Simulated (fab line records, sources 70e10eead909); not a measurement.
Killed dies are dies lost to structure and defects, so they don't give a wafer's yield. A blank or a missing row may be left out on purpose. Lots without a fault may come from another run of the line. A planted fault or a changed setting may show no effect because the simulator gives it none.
Chamber matching | flow nand_harc | NHARC_A_STAIRCASE_ETCHBACK_157 on rie_diel-11: 4 sister chambers
The step etches the open film in CH3F/O2, target depth 90 nm, time 167.14 s. 4 wafers are shown with their chamber, then 8 later ones without.

WAFERS WITH THEIR CHAMBER
wafer  | chamber | showerhead_plenum_p_Torr (Torr)
L083.6 | 1       | 2.36
L085.4 | 0       | 2.28
L085.6 | 3       | 2.53
L091.2 | 2       | 2.64

WAFERS WITHOUT THEIR CHAMBER
wafer  | showerhead_plenum_p_Torr (Torr)
L091.3 | 2.28
L091.4 | 2.28
L095.1 | 2.35
L095.2 | 2.64
L095.3 | 2.52
L094.2 | 2.66
L094.5 | 2.35
L094.6 | 2.64

WHICH CHAMBER EACH WENT THROUGH
wafer  | from the rows above | in truth
L091.3 | 0                   | 0
L091.4 | 0                   | 0
L095.1 | 1                   | 1
L095.2 | 2                   | 2
L095.3 | 3                   | 3
L094.2 | 2                   | 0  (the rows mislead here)
L094.5 | 1                   | 1
L094.6 | 2                   | 2
Placed correctly: 7 of 8. Can't be placed from these rows: 0. Placed wrongly: 1.
How it was worked out, from the rows above alone: a wafer's distance from a chamber is the root of the sum, over the readings, of the square of ((its reading less the chamber's mean) divided by the reading's scatter). The wafer belongs to the nearest chamber; if the next one is less than 2 further off, it can't be placed. A chamber's mean is the mean of its shown wafers. The scatter: with one shown wafer a chamber, the root of the mean of the squares of how far each hidden wafer lies from its nearest shown one.
